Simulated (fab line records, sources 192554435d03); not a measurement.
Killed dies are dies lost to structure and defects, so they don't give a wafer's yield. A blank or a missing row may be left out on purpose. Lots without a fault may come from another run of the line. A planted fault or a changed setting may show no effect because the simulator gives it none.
Which tool did it? | flow n5_finfet | 8 lots, 24 wafers sampled, at 5 steps of a route of 1938

WHAT THE GAUGES READ, wafer by wafer
N5_BEOL_M4_RC_MEAS_101. Usual: DIBL_N 36.4 mV/V, standard deviation 2; DIBL_P 36.1 mV/V, standard deviation 2.5; IOFF_N 0.16 nA/um, standard deviation 0.037; IOFF_P 0.20 nA/um, standard deviation 0.038; ION_N 670 uA/um, standard deviation 13; ION_P 459 uA/um, standard deviation 8.3; SS_N 71.6 mV/dec, standard deviation 0.69; SS_P 73.3 mV/dec, standard deviation 0.72; VT_N 250 mV, standard deviation 3.4; VT_P -251 mV, standard deviation 3.1.
lot  | measured     | on        | DIBL_N (mV/V)  | DIBL_P (mV/V)  | IOFF_N (nA/um) | IOFF_P (nA/um) | ION_N (uA/um) | ION_P (uA/um) | SS_N (mV/dec)  | SS_P (mV/dec)  | VT_N (mV)   | VT_P (mV)      | flag
L364 | day 8 11:45  | prober-01 | 34.5 36.0 32.3 | 33.9 36.7 32.2 | 0.12 0.16 0.10 | 0.16 0.21 0.14 | 665 681 654   | 454 467 457   | 71.7 72.5 70.5 | 72.6 72.8 71.8 | 255 247 256 | -255 -249 -255 |
L366 | day 9 03:44  | prober-01 | 34.9 39.3 35.5 | 34.7 39.6 34.9 | 0.13 0.22 0.14 | 0.16 0.25 0.16 | 665 680 663   | 454 461 449   | 70.6 72.3 71.7 | 72.8 73.9 73.0 | 255 249 251 | -254 -249 -255 |
L372 | day 10 15:40 | prober-01 | 33.7 37.2 32.1 | 33.7 38.4 33.1 | 0.13 0.19 0.12 | 0.16 0.22 0.15 | 653 676 669   | 448 457 455   | 72.3 72.1 70.9 | 72.8 73.9 72.4 | 253 248 254 | -254 -250 -255 |
L376 | day 11 10:58 | prober-02 | 39.1 34.5 38.9 | 39.9 33.9 38.1 | 0.23 0.13 0.21 | 0.28 0.17 0.23 | 689 662 670   | 468 451 459   | 72.3 71.2 72.5 | 74.1 72.6 73.4 | 244 250 247 | -245 -253 -250 |
L378 | day 12 07:19 | prober-02 | 37.8 38.4 37.0 | 36.1 36.1 35.6 | 0.15 0.17 0.15 | 0.22 0.22 0.22 | 676 679 685   | 467 465 476   | 72.1 72.0 71.7 | 73.2 73.1 73.2 | 249 250 249 | -249 -248 -250 |
L381 | day 13 09:29 | prober-02 | 35.5 34.2 37.4 | 35.2 34.1 36.8 | 0.15 0.12 0.19 | 0.21 0.18 0.22 | 669 669 668   | 460 459 456   | 72.0 71.5 73.1 | 72.5 72.3 73.3 | 250 255 247 | -250 -251 -249 |
L382 | day 13 12:19 | prober-02 | 35.4 37.1 35.8 | 36.3 36.9 36.5 | 0.14 0.15 0.14 | 0.18 0.18 0.18 | 678 657 663   | 464 441 458   | 70.8 71.9 71.3 | 73.9 73.3 73.5 | 252 253 250 | -254 -256 -256 |
L383 | day 13 16:30 | prober-01 | 36.7 37.6 35.3 | 36.9 36.4 34.9 | 0.18 0.17 0.13 | 0.19 0.18 0.17 | 676 668 651   | 455 445 452   | 71.4 71.6 70.8 | 74.0 73.9 72.3 | 246 247 251 | -254 -255 -256 |

WHICH TOOL RAN EACH LOT (tool, then ch and the chambers of the sampled wafers, then the start)
lot  | N5_BEOL_M0_SAQP_STRIP_75           | N5_BEOL_M0_STRIP_140               | N5_BEOL_M0_STRIP_104               | N5_BEOL_M0_TRENCH_ETCH_107
L364 | rie_diel-06 ch 0,2,3, day 6 15:04  | rie_diel-05 ch 1,2,3, day 6 16:50  | rie_diel-05 ch 1,2,3, day 6 16:52  | rie_diel-02 ch 0,2, day 6 17:02
L366 | rie_diel-06 ch 0,1,2, day 6 23:43  | rie_diel-05 ch 2,3, day 7 01:55    | rie_diel-05 ch 2,3, day 7 01:56    | rie_diel-02 ch 0,3, day 7 02:08
L372 | rie_diel-06 ch 1,2, day 8 19:57    | rie_diel-04 ch 0,2,3, day 8 23:01  | rie_diel-04 ch 0,2,3, day 8 23:02  | rie_diel-02 ch 2,3, day 8 23:39
L376 | rie_diel-03 ch 0,1,3, day 9 12:45  | rie_diel-04 ch 0,2, day 9 14:22    | rie_diel-04 ch 0,2, day 9 14:23    | rie_diel-02 ch 0,1,3, day 9 14:42
L378 | rie_diel-03 ch 1,3, day 9 21:41    | rie_diel-02 ch 0,1,3, day 9 22:58  | rie_diel-02 ch 0,1,3, day 9 22:59  | rie_diel-02 ch 1,3, day 9 23:14
L381 | rie_diel-06 ch 0,1,2, day 10 16:29 | rie_diel-04 ch 0,2,3, day 10 19:07 | rie_diel-04 ch 0,2,3, day 10 19:08 | rie_diel-04 ch 0,2,3, day 10 19:56
L382 | rie_diel-06 ch 0,2,3, day 11 05:44 | rie_diel-02 ch 0,1, day 11 09:41   | rie_diel-02 ch 0,1, day 11 09:42   | rie_diel-05 ch 0,3, day 11 10:01
L383 | rie_diel-03 ch 0,2,3, day 11 11:31 | rie_diel-05 ch 0,2,3, day 11 17:44 | rie_diel-05 ch 0,2,3, day 11 17:46 | rie_diel-05 ch 0,1, day 11 17:56
- N5_BEOL_M0_SAQP_STRIP_75: strips in CF4.
- N5_BEOL_M0_STRIP_140: strips in CF4.
- N5_BEOL_M0_STRIP_104: strips in N2/H2.
- N5_BEOL_M0_TRENCH_ETCH_107: etches SiOC in C4F6/O2, target depth 32.8 nm, time 16.4 s.

WHAT THE TOOLS THEMSELVES READ (means of the sampled wafers that have a number; where no wafer has one, the mark that the record gives instead)
N5_BEOL_M0_SAQP_STRIP_75. Usual: drypump_motor_current_A 6.0 A, standard deviation 0.45; oes_product_au 0.177 a.u., standard deviation 0.018; power_w 299.9 W, standard deviation 0.96; rf_vpp_V 270.8 V, standard deviation 1.9; showerhead_plenum_p_Torr 1.77 Torr, standard deviation 0.077; throttle_valve_pct 13.6 %, standard deviation 0.32.
lot  | tool        | drypump_motor_current_A (A) | oes_product_au (a.u.) | power_w (W) | rf_vpp_V (V) | showerhead_plenum_p_Torr (Torr) | throttle_valve_pct (%) | flag
L364 | rie_diel-06 | 6.0                         | 0.171                 | 300.4       | 269.5        | 1.71                            | 13.5                   |
L366 | rie_diel-06 | 6.2                         | 0.177                 | 299.2       | 271.4        | 1.78                            | 13.6                   |
L372 | rie_diel-06 | 5.9                         | 0.171                 | 300.1       | 271.7        | 1.79                            | 13.9                   |
L376 | rie_diel-03 | 6.1                         | 0.170                 | 300.1       | 270.9        | 1.76                            | 13.7                   |
L378 | rie_diel-03 | 6.1                         | 0.172                 | 300.1       | 269.8        | 1.71                            | 13.5                   |
L381 | rie_diel-06 | 6.2                         | 0.195                 | 300.8       | 271.7        | 1.78                            | 13.4                   |
L382 | rie_diel-06 | 6.0                         | 0.188                 | 299.5       | 268.6        | 1.70                            | 13.4                   |
L383 | rie_diel-03 | 5.9                         | 0.167                 | 300.4       | 270.2        | 1.81                            | 13.7                   |

N5_BEOL_M0_STRIP_140. Usual: drypump_motor_current_A 5.7 A, standard deviation 0.36; oes_product_au 0.79 a.u., standard deviation 0.1; power_w 300.0 W, standard deviation 0.78; rf_vpp_V 271.0 V, standard deviation 1.9; showerhead_plenum_p_Torr 1.79 Torr, standard deviation 0.076; throttle_valve_pct 13.51 %, standard deviation 0.26.
lot  | tool        | drypump_motor_current_A (A) | oes_product_au (a.u.) | power_w (W) | rf_vpp_V (V) | showerhead_plenum_p_Torr (Torr) | throttle_valve_pct (%) | flag
L364 | rie_diel-05 | 5.7                         | 0.81                  | 299.4       | 270.4        | 1.77                            | 13.59                  |
L366 | rie_diel-05 | 5.5                         | 0.81                  | 300.5       | 269.4        | 1.70                            | 13.55                  |
L372 | rie_diel-04 | 5.6                         | 0.82                  | 299.7       | 272.1        | 1.82                            | 13.56                  |
L376 | rie_diel-04 | 5.5                         | 0.78                  | 299.4       | 271.9        | 1.87                            | 13.74                  |
L378 | rie_diel-02 | 6.2                         | 0.75                  | 300.3       | 270.1        | 1.76                            | 13.32                  |
L381 | rie_diel-04 | 5.6                         | 0.79                  | 299.4       | 271.4        | 1.81                            | 13.59                  |
L382 | rie_diel-02 | 6.0                         | 0.80                  | 300.2       | 269.5        | 1.77                            | 13.25                  |
L383 | rie_diel-05 | 5.3                         | 0.81                  | 300.5       | 270.4        | 1.75                            | 13.46                  |

N5_BEOL_M0_STRIP_104. Usual: drypump_motor_current_A 5.7 A, standard deviation 0.36; oes_product_au 0.80 a.u., standard deviation 0.11; power_w 450.5 W, standard deviation 1.3; rf_vpp_V 59.2 V, standard deviation 1.7; showerhead_plenum_p_Torr 2.53 Torr, standard deviation 0.11; throttle_valve_pct 23.7 %, standard deviation 0.33.
lot  | tool        | drypump_motor_current_A (A) | oes_product_au (a.u.) | power_w (W) | rf_vpp_V (V) | showerhead_plenum_p_Torr (Torr) | throttle_valve_pct (%) | flag
L364 | rie_diel-05 | 5.7                         | 0.83                  | 450.1       | 59.2         | 2.49                            | 23.7                   |
L366 | rie_diel-05 | 5.5                         | 0.83                  | 449.8       | 59.3         | 2.39                            | 23.6                   |
L372 | rie_diel-04 | 5.7                         | 0.82                  | 450.7       | 59.6         | 2.57                            | 23.8                   |
L376 | rie_diel-04 | 5.5                         | 0.80                  | 449.8       | 59.1         | 2.65                            | 24.0                   |
L378 | rie_diel-02 | 6.2                         | 0.76                  | 450.5       | 59.7         | 2.51                            | 23.7                   |
L381 | rie_diel-04 | 5.7                         | 0.80                  | 450.3       | 61.5         | 2.56                            | 23.8                   |
L382 | rie_diel-02 | 6.0                         | 0.80                  | 451.2       | 58.8         | 2.54                            | 23.7                   |
L383 | rie_diel-05 | 5.4                         | 0.83                  | 450.8       | 58.9         | 2.46                            | 23.6                   |

N5_BEOL_M0_TRENCH_ETCH_107. Usual: drypump_motor_current_A 5.7 A, standard deviation 0.42; oes_product_au 0.78 a.u., standard deviation 0.1; rf_fwd_power_W 348.9 W, standard deviation 1.7; rf_vpp_V 651 V, standard deviation 18; showerhead_plenum_p_Torr 2.84 Torr, standard deviation 0.11; throttle_valve_pct 20.79 %, standard deviation 0.24.
lot  | tool        | drypump_motor_current_A (A) | oes_product_au (a.u.) | rf_fwd_power_W (W) | rf_vpp_V (V) | showerhead_plenum_p_Torr (Torr) | throttle_valve_pct (%) | flag
L364 | rie_diel-02 | 5.9                         | 0.69                  | 350.3              | 631          | 2.76                            | 20.84                  |
L366 | rie_diel-02 | 6.3                         | 0.69                  | 350.5              | 635          | 2.78                            | 20.78                  |
L372 | rie_diel-02 | 5.9                         | 0.68                  | 348.6              | 637          | 2.81                            | 20.94                  |
L376 | rie_diel-02 | 6.2                         | 0.79                  | 433.5              | 587          | 2.82                            | 20.67                  | OFF
L378 | rie_diel-02 | 6.4                         | 0.79                  | 433.4              | 590          | 2.85                            | 20.67                  | OFF
L381 | rie_diel-04 | 5.7                         | 0.79                  | 347.8              | 664          | 2.86                            | 20.83                  |
L382 | rie_diel-05 | 5.4                         | 0.89                  | 350.5              | 639          | 2.85                            | 20.96                  |
L383 | rie_diel-05 | 5.8                         | 0.78                  | 348.0              | 650          | 2.93                            | 20.80                  |

THE ANSWER, worked out from the rows above alone
Rule: a lot is off if the mean of its wafers that have a number lies more than 3 standard deviations from the usual mean. A lot without any number at a reading at which 4 lots or more have one is off too. The other lots that the step has rows for count as sound. The gauges are gone through in route order, then the tools' own readings, and for those a lot's mean is taken as printed above. The first step at which some lot is off is used, and at that step the reading that is off furthest; a lot without a number counts as furthest.
Off: L376, L378, at N5_BEOL_M0_TRENCH_ETCH_107 (rf_fwd_power_W).
A tool fits if, at that step or a process step before it, it ran every lot that is off, and no sound lot after the first of them. One fits: rie_diel-02 at N5_BEOL_M0_TRENCH_ETCH_107. Its last sound lot is L372 (day 8 23:39), its first lot that is off L376 (day 9 14:42): a fault that began between those two fits.
The tool's own readings at N5_BEOL_M0_TRENCH_ETCH_107 bear it out: on the lots that are off they differ by more than 5 times the standard deviation of the sound lots' means. rf_fwd_power_W reads 433.4 W there against 349.3 W on the sound lots.

WHAT THE SIMULATOR HAD PUT IN
Process parameter drift: rie_diel-02, from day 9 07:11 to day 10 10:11, at N5_BEOL_M0_TRENCH_ETCH_107. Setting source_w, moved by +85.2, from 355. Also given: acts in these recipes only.
Lots struck among those shown: L376, L378. The rule above found the same.
